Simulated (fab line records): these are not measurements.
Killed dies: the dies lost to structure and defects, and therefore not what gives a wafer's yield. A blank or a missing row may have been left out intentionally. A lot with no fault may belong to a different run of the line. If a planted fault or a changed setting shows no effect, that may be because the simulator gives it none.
fab line records    flow nand_harc
record: lots: 12  wafers: 36  last_day: 33
route steps=1302 shown A_STAIRCASE@870 A_SGD_CUT@898
lots that met no fault: from a run of the same line without faults
start_h: the number of hours between the record's first day and the start of the first shown wafer of the lot    wait_h: hours elapsed since this lot's preceding step    " as in the row above    L1.1+2: a single row standing in for several wafers    - either no value or no given start    * or withheld: withheld    < > ~ a bound
route shown NAME@n: names a module that has steps shown in the file, with the first one's number in the route    usual: mean and standard deviation over wafers with no fault    same: alike in all rows    chamber/n: place in a boat    sites: readings site by site    _std_site: standard deviation across them    _edge_site: outer sites' mean less inner sites'    radius_mm: for every site, how far away it sits from the centre of the wafer    mask NAME#n: copy n    behind: the last tool/chamber to shape the wafer    hold: reason for holding the lot/hours on hold/outcome of the hold    device: whichever transistor did not switch (one of n, p or np)    end of line: the tests these same wafers got at the end of their route    for a step that has no rows: nothing shown but its recipe    killed: dies lost to structure and defects at the first sort, not the wafer's yield    map: shows each die of a wafer: x if killed, . if not, _ if none is there
set.NAME: the setting as run; set.NAME@STEP: as run at that earlier step    model.NAME: the simulator's own value behind a step, which no gauge read
a sample of lots followed through the steps of the route, with each step as a table and each wafer as a row
services: a tool's chamber out of use, with start hour (start_h, from the record's first day; less than 0 if before it), hours out, and reason
== steps ==
step: NHARC_A_STAIRCASE_ETCH_444
recipe: target_depth_a: 2.04e+05  time_s: 6800  c4f8_flow_sccm: 20  o2_flow_sccm: 10  ar_flow_sccm: withheld  rf_w: 600  bias_w: 1000  chemistry: C4F8/O2
usual: oes_product_au: 0.933/0.02  rf_vpp_V: 809/5.1
same: time_s: 6800
lot.wafer  tool         chamber  start_h  wait_h  oes_product_au  rf_hours_counter_h  rf_vpp_V
L828.2     rie_diel-02  0        447.72   0.5     0.949           14                  800
L828.5     "            3        449.15   1.9     0.989           -                   807
L828.6     "            0        "        "       0.955           -                   798
L829.2     rie_diel-06  1        448.93   1.6     0.906           39                  808
L829.6     "            2        "        "       0.911           -                   803
L829.5     "            3        "        "       0.919           -                   808
L832.1     rie_diel-03  0        469.70   0.1     0.929           2                   816
L832.2     "            1        "        "       0.930           2                   815
L832.3     "            2        "        "       0.944           2                   807
L831.4     rie_diel-06  0        469.78   0.5     0.905           47                  815
L831.3     "            1        "        "       0.899           45                  806
L831.6     "            3        "        "       0.919           -                   809
L834.2     rie_diel-02  2        485.56   1.0     0.928           25                  811
L834.3     "            3        "        "       0.937           27                  807
L834.5     "            0        "        "       0.912           -                   800
L837.1     rie_diel-06  0        540.48   0.6     0.947           14                  812
L837.3     "            1        "        "       0.941           14                  805
L837.6     "            0        542.40   2.4     0.950           -                   815
L839.3     rie_diel-03  2        546.97   0.1     0.933           28                  807
L839.4     "            3        "        "       0.942           21                  803
L839.1     "            0        "        "       0.915           24                  815
L838.1     rie_diel-02  0        546.99   0.1     0.920           51                  797
L838.4     "            2        "        "       0.936           50                  810
L838.2     "            3        "        "       0.929           53                  807
L842.3     rie_diel-03  1        580.01   0.4     0.927           40                  814
L842.1     "            3        "        "       0.939           33                  805
L842.6     "            2        582.37   2.7     0.925           -                   808
L845.4     rie_diel-06  3        624.27   1.0     0.926           36                  808
L845.6     "            1        "        "       0.928           -                   803
L845.5     "            2        "        "       0.933           -                   801
L846.3     rie_diel-06  3        629.68   0.1     0.935           38                  808
L846.2     "            2        631.11   1.5     0.931           42                  801
L846.6     "            3        "        "       0.937           -                   807
L850.1     rie_diel-06  1        653.26   0.1     0.918           56                  804
L850.2     "            0        654.68   1.5     0.917           57                  812
L850.5     "            2        "        "       0.934           -                   800
step: NHARC_A_STAIRCASE_ETCHBACK_422
recipe: target_depth_a: 400  over_etch_frac: 0.3  time_s: 74.286  ion_energy_ev: 120  ch3f_flow_sccm: 50  o2_flow_sccm: 30  ar_flow_sccm: 200  rf_w: 500  bias_w: 100  chemistry: CH3F/O2
usual: drypump_motor_current_A: 5.52/0.28  oes_product_au: 0.95/0.038  rf_vpp_V: 245.0/1.8  showerhead_plenum_p_Torr: 2.50/0.1  throttle_valve_pct: 20.664/0.0084
same: time_s: 74.286
lot.wafer  tool         chamber  start_h  wait_h  drypump_motor_current_A  oes_product_au  rf_hours_counter_h  rf_vpp_V  showerhead_plenum_p_Torr  throttle_valve_pct
L828.2     rie_diel-03  3        452.99   0.2     5.66                     0.93            61                  244.3     2.43                      20.668
L828.6     "            2        "        "       5.46                     0.93            -                   245.0     2.49                      20.659
L828.5     "            3        "        "       5.66                     0.93            -                   244.1     2.43                      20.674
L829.2     rie_diel-06  1        453.30   0.2     5.29                     0.97            40                  243.0     2.42                      20.651
L829.6     "            2        "        "       5.42                     0.98            -                   242.1     2.36                      20.674
L829.5     "            3        "        "       5.93                     0.98            -                   245.8     2.49                      20.651
L831.4     rie_diel-06  0        474.99   0.1     5.02                     0.99            51                  246.8     2.62                      20.668
L831.3     "            1        "        "       5.27                     0.97            47                  242.3     2.42                      20.673
L831.6     "            3        "        "       5.94                     0.99            -                   244.0     2.49                      20.675
L832.2     rie_diel-02  3        475.45   0.1     5.25                     0.94            24                  245.2     2.47                      20.660
L832.3     "            1        "        "       5.59                     0.92            23                  248.0     2.65                      20.664
L832.1     "            2        "        "       5.87                     0.93            22                  246.0     2.54                      20.660
L834.2     rie_diel-03  2        490.46   0.2     5.42                     1.00            11                  244.3     2.48                      20.673
L834.3     "            1        "        "       5.82                     0.99            13                  246.8     2.62                      20.672
L834.5     "            1        "        "       5.84                     0.99            -                   245.2     2.62                      20.657
L837.3     rie_diel-03  0        545.78   0.1     5.20                     0.90            23                  247.0     2.65                      20.654
L837.1     "            2        "        "       5.40                     0.92            27                  245.2     2.48                      20.659
L837.6     "            3        "        "       5.64                     0.93            -                   244.2     2.42                      20.656
L838.1     rie_diel-02  2        552.67   0.1     5.86                     0.93            52                  246.8     2.53                      20.658
L838.2     "            3        "        "       5.23                     0.92            55                  244.4     2.45                      20.657
L838.4     "            0        "        "       5.80                     0.93            55                  240.3     2.28                      20.670
L839.1     rie_diel-03  2        552.75   0.1     5.39                     1.01            32                  244.5     2.48                      20.651
L839.3     "            3        "        "       5.65                     1.02            25                  243.8     2.42                      20.669
L839.4     "            1        "        "       5.84                     1.00            32                  246.9     2.62                      20.674
L842.1     rie_diel-03  1        585.74   0.1     5.84                     1.00            43                  245.9     2.61                      20.655
L842.3     "            3        "        "       5.62                     1.00            34                  243.7     2.41                      20.660
L842.6     "            1        "        "       5.84                     1.00            -                   244.3     2.61                      20.669
L845.4     rie_diel-02  1        629.04   0.2     5.62                     0.93            20                  246.4     2.63                      20.659
L845.5     "            0        "        "       5.78                     0.89            -                   247.4     2.65                      20.665
L845.6     "            1        "        "       5.55                     0.93            -                   247.7     2.63                      20.674
L846.3     rie_diel-06  1        635.42   0.1     5.29                     1.00            45                  244.3     2.40                      20.648
L846.2     "            2        "        "       5.41                     1.00            44                  242.1     2.34                      20.661
L846.6     "            1        "        "       5.26                     0.99            -                   243.3     2.40                      20.662
L850.1     rie_diel-02  0        658.99   0.1     5.82                     0.89            32                  246.7     2.65                      20.666
L850.2     "            1        "        "       5.61                     0.93            31                  248.1     2.62                      20.668
L850.5     "            0        "        "       5.81                     0.90            -                   247.5     2.65                      20.696
step: NHARC_A_SGD_CUT_EXPOSE_06
recipe: na: 1.35  dose_mj: 85.59  mask_id: SGD
usual: exposure_dose_mJ_cm2: 85.46/0.14
lot.wafer  tool             chamber  start_h  wait_h  mask   exposure_dose_mJ_cm2
L828.2     arfi_scanner-03  0        454.88   -       SGD#0  85.48
L828.5     "                0        "        "       SGD#0  85.49
L828.6     "                0        "        "       SGD#0  85.43
L829.2     arfi_scanner-02  0        455.31   -       SGD#0  85.58
L829.5     "                0        "        "       SGD#0  85.53
L829.6     "                0        "        "       SGD#0  85.52
L831.3     arfi_scanner-01  0        476.99   -       SGD#0  85.55
L831.4     "                0        "        "       SGD#0  85.56
L831.6     "                0        "        "       SGD#0  85.59
L832.1     arfi_scanner-03  0        477.37   -       SGD#0  85.42
L832.2     "                0        "        "       SGD#0  85.40
L832.3     "                0        "        "       SGD#0  85.42
L834.2     arfi_scanner-02  0        492.63   -       SGD#0  85.61
L834.3     "                0        "        "       SGD#0  85.52
L834.5     "                0        "        "       SGD#0  85.56
L837.1     arfi_scanner-02  0        547.66   -       SGD#0  109.15
L837.3     "                0        "        "       SGD#0  109.44
L837.6     "                0        "        "       SGD#0  109.39
L838.1     arfi_scanner-02  0        554.48   -       SGD#0  104.48
L838.2     "                0        "        "       SGD#0  104.46
L838.4     "                0        "        "       SGD#0  104.37
L839.1     arfi_scanner-03  0        554.77   -       SGD#0  85.59
L839.3     "                0        "        "       SGD#0  85.41
L839.4     "                0        "        "       SGD#0  85.54
L842.1     arfi_scanner-03  0        587.77   -       SGD#0  85.46
L842.3     "                0        "        "       SGD#0  85.46
L842.6     "                0        "        "       SGD#0  85.46
L845.4     arfi_scanner-03  0        630.98   -       SGD#0  85.39
L845.5     "                0        "        "       SGD#0  85.40
L845.6     "                0        "        "       SGD#0  85.43
L846.2     arfi_scanner-01  0        637.39   -       SGD#0  85.46
L846.3     "                0        "        "       SGD#0  85.47
L846.6     "                0        "        "       SGD#0  85.38
L850.1     arfi_scanner-01  0        660.90   -       SGD#0  85.64
L850.2     "                0        "        "       SGD#0  85.70
L850.5     "                0        "        "       SGD#0  85.55
step: NHARC_A_SGD_CUT_CD_MEAS_09
recipe: target_cd_nm: 100  landing_energy_ev: 500
usual: cd_nm: 100.1/0.8
lot.wafer  tool       chamber  start_h  wait_h  cd_nm
L828.2     cd_sem-02  0        455.02   -       101.4
L828.5     "          0        "        "       100.2
L828.6     "          0        "        "       100.3
L829.2     cd_sem-02  0        455.45   -       99.2
L829.5     "          0        "        "       99.9
L829.6     "          0        "        "       99.9
L831.3     cd_sem-02  0        477.13   -       99.0
L831.4     "          0        "        "       98.7
L831.6     "          0        "        "       99.5
L832.1     cd_sem-03  0        477.51   -       100.0
L832.2     "          0        "        "       99.7
L832.3     "          0        "        "       100.3
L834.2     cd_sem-01  0        492.77   -       100.2
L834.3     "          0        "        "       100.1
L834.5     "          0        "        "       100.6
L837.1     cd_sem-02  0        547.80   -       119.7
L837.3     "          0        "        "       120.8
L837.6     "          0        "        "       119.0
L838.1     cd_sem-01  0        554.61   -       115.9
L838.2     "          0        "        "       115.7
L838.4     "          0        "        "       116.6
L839.1     cd_sem-03  0        554.91   -       100.1
L839.3     "          0        "        "       101.5
L839.4     "          0        "        "       100.5
L842.1     cd_sem-02  0        587.90   -       100.5
L842.3     "          0        "        "       99.3
L842.6     "          0        "        "       99.0
L845.4     cd_sem-01  0        631.11   -       102.1
L845.5     "          0        "        "       100.3
L845.6     "          0        "        "       100.3
L846.2     cd_sem-02  0        637.52   -       98.8
L846.3     "          0        "        "       99.2
L846.6     "          0        "        "       99.6
L850.1     cd_sem-03  0        661.04   -       99.5
L850.2     "          0        "        "       99.5
L850.5     "          0        "        "       99.9
step: NHARC_A_SGD_CUT_ETCH_16
recipe: target_depth_a: 3105  time_s: 155.2  c4f8_flow_sccm: withheld  o2_flow_sccm: 8  ar_flow_sccm: withheld  rf_w: 600  bias_w: 800  chemistry: C4F8/O2/Ar
usual: oes_product_au: 0.966/0.018  rf_vpp_V: 722/4
same: time_s: 155.2
lot.wafer  tool         chamber  start_h  wait_h  oes_product_au  rf_hours_counter_h  rf_vpp_V
L828.2     rie_diel-09  3        -        -       0.972           10                  729
L828.6     "            1        "        "       0.960           -                   716
L828.5     "            2        "        "       0.954           -                   721
L829.2     rie_diel-05  0        -        -       0.946           3                   725
L829.6     "            3        "        "       0.969           -                   726
L829.5     "            0        "        "       0.947           -                   726
L831.3     rie_diel-05  3        -        -       0.957           4                   725
L831.4     "            3        "        "       0.959           -                   725
L831.6     "            1        "        "       0.966           -                   726
L832.2     rie_diel-08  0        -        -       0.955           7                   722
L832.1     "            2        "        "       0.968           8                   729
L832.3     "            3        "        "       0.980           8                   723
L834.3     rie_diel-08  0        -        -       0.969           9                   723
L834.2     "            1        "        "       0.986           10                  720
L834.5     "            3        "        "       0.978           -                   723
L837.1     rie_diel-05  2        -        -       0.914           0                   716
L837.3     "            3        "        "       0.962           8                   724
L837.6     "            1        "        "       0.998           -                   725
L838.2     rie_diel-08  1        -        -       0.978           0                   719
L838.4     "            2        "        "       0.976           0                   731
L838.1     "            3        "        "       0.963           0                   721
L839.4     rie_diel-05  1        -        -       1.004           9                   725
L839.1     "            2        "        "       0.960           1                   717
L839.3     "            0        "        "       0.964           9                   725
L842.3     rie_diel-09  1        -        -       0.960           5                   716
L842.1     "            3        "        "       0.991           5                   728
L842.6     "            1        "        "       0.975           -                   716
L845.4     rie_diel-08  3        -        -       0.939           7                   722
L845.5     "            3        "        "       0.933           -                   722
L845.6     "            0        "        "       0.952           -                   723
L846.2     rie_diel-05  3        -        -       1.000           1                   725
L846.3     "            2        "        "       0.958           2                   717
L846.6     "            0        "        "       0.974           -                   725
L850.1     rie_diel-05  2        -        -       0.990           3                   717
L850.2     "            3        "        "       1.002           3                   726
L850.5     "            3        "        "       0.995           -                   725
== services ==
tool             chamber  start_h  hours  kind
arfi_scanner-01  -        424.00   4.0    pm
rie_diel-03      1        427.33   3.5    repair
arfi_scanner-02  -        437.62   1.3    repair
rie_diel-05      -        451.09   2.2    repair
arfi_scanner-03  -        462.14   0.9    repair
rie_diel-05      3        478.71   5.3    repair
rie_diel-03      0        481.98   13.0   repair
rie_diel-06      -        484.39   9.0    pm
arfi_scanner-02  -        508.45   4.0    pm
rie_diel-03      3        517.78   17.8   repair
rie_diel-06      3        518.22   11.4   repair
arfi_scanner-03  -        540.00   4.0    pm
rie_diel-08      -        544.80   9.0    pm
rie_diel-02      -        570.78   9.0    pm
rie_diel-08      0        572.78   3.6    repair
rie_diel-05      -        583.92   9.0    pm
arfi_scanner-02  -        588.95   4.4    repair
arfi_scanner-03  -        589.72   0.4    repair
arfi_scanner-01  -        596.00   4.0    pm
arfi_scanner-01  -        612.91   1.3    repair
arfi_scanner-02  -        625.76   2.3    repair
rie_diel-03      -        634.91   1.3    repair
rie_diel-03      -        636.26   9.0    pm
rie_diel-06      -        661.55   9.0    pm
== key ==
first_sign: step: NHARC_A_SGD_CUT_EXPOSE_06  reading: exposure_dose_mJ_cm2  direction: up  sigmas: 99+  usual: 85.46  struck: 106.88
effect: step: NHARC_A_SGD_CUT_CD_MEAS_09  reading: cd_nm  direction: up  sigmas: 22  usual: 100.1  struck: 118.0  through: control_loop
met_at NHARC_A_SGD_CUT_EXPOSE_06
struck_lots L837,L838
tester_left_out L837,L838
loop_trim: step: NHARC_A_SGD_CUT_EXPOSE_06  setting: dose  lots: L838
not_acting_at NHARC_A_STAIRCASE_ETCH_444,NHARC_A_STAIRCASE_ETCHBACK_422,NHARC_A_SGD_CUT_ETCH_16
onset_between 492.63 547.66
fault: kind: process_parameter_drift  tool: arfi_scanner-02  chamber: -  onset_h: 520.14  steps: NHARC_A_SGD_CUT_EXPOSE_06  channel: dose_mj  offset: 23.726  shape: step  acts_in: these_recipes_only  stated: 85.59
tester_left_out: of these lots the tester's yield and bins aren't shown, on N5 and GAA mostly nor the transistor test; their killed dies are dies lost to structure and defects alone, not to doping, threshold or leakage, so they don't give the yield
loop_trim: a control loop set the setting to another value than it would have without faults
